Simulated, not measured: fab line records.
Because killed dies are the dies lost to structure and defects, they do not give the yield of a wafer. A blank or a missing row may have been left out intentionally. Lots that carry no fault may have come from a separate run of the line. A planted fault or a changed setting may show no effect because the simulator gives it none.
Chamber matching / flow nand_harc / NHARC_A_BLC_STRIP_21 on rie_diel-12 has 4 sister chambers
The step strips in O2. 4 wafers are shown with their chamber, then 12 later ones without.

== WAFERS PAIRED WITH THEIR CHAMBERS ==
wafer=L090.3; chamber=3; showerhead_plenum_p_Torr (Torr)=3.35
wafer=L093.2; chamber=2; showerhead_plenum_p_Torr (Torr)=3.72
wafer=L093.3; chamber=0; showerhead_plenum_p_Torr (Torr)=3.62
wafer=L093.5; chamber=1; showerhead_plenum_p_Torr (Torr)=3.66

== WAFERS WHOSE CHAMBER IS MISSING ==
wafer=L091.1; showerhead_plenum_p_Torr (Torr)=3.66
wafer=L091.3; showerhead_plenum_p_Torr (Torr)=3.35
wafer=L091.4; showerhead_plenum_p_Torr (Torr)=3.62
wafer=L091.2; showerhead_plenum_p_Torr (Torr)=3.71
wafer=L091.5; showerhead_plenum_p_Torr (Torr)=3.62
wafer=L091.6; showerhead_plenum_p_Torr (Torr)=3.66
wafer=L096.1; showerhead_plenum_p_Torr (Torr)=3.62
wafer=L096.5; showerhead_plenum_p_Torr (Torr)=3.66
wafer=L096.6; showerhead_plenum_p_Torr (Torr)=3.71
wafer=L097.1; showerhead_plenum_p_Torr (Torr)=3.62
wafer=L097.3; showerhead_plenum_p_Torr (Torr)=3.35
wafer=L097.4; showerhead_plenum_p_Torr (Torr)=3.66

== EACH ONE'S CHAMBER ==
wafer=L091.1; from the rows above=1; in truth=1
wafer=L091.3; from the rows above=3; in truth=3
wafer=L091.4; from the rows above=0; in truth=0
wafer=L091.2; from the rows above=2; in truth=2
wafer=L091.5; from the rows above=0; in truth=0
wafer=L091.6; from the rows above=1; in truth=1
wafer=L096.1; from the rows above=0; in truth=0
wafer=L096.5; from the rows above=1; in truth=1
wafer=L096.6; from the rows above=2; in truth=2
wafer=L097.1; from the rows above=0; in truth=0
wafer=L097.3; from the rows above=3; in truth=3
wafer=L097.4; from the rows above=1; in truth=1
12 of 12 placed correctly. Can't be placed from these rows: 0. Wrongly placed: 0.
How it was worked out, from the rows above alone: a wafer's distance from a chamber is the root of the sum, over the readings, of the square of ((its reading less the chamber's mean) divided by the reading's scatter). If the next closest chamber is less than 2 further off than the closest, the wafer can't be placed; otherwise it belongs to the closest. Each chamber's mean is taken over the wafers shown for it. The scatter (one wafer shown for each chamber): square how far every hidden wafer sits from the nearest shown wafer, average those squares and take the square root.
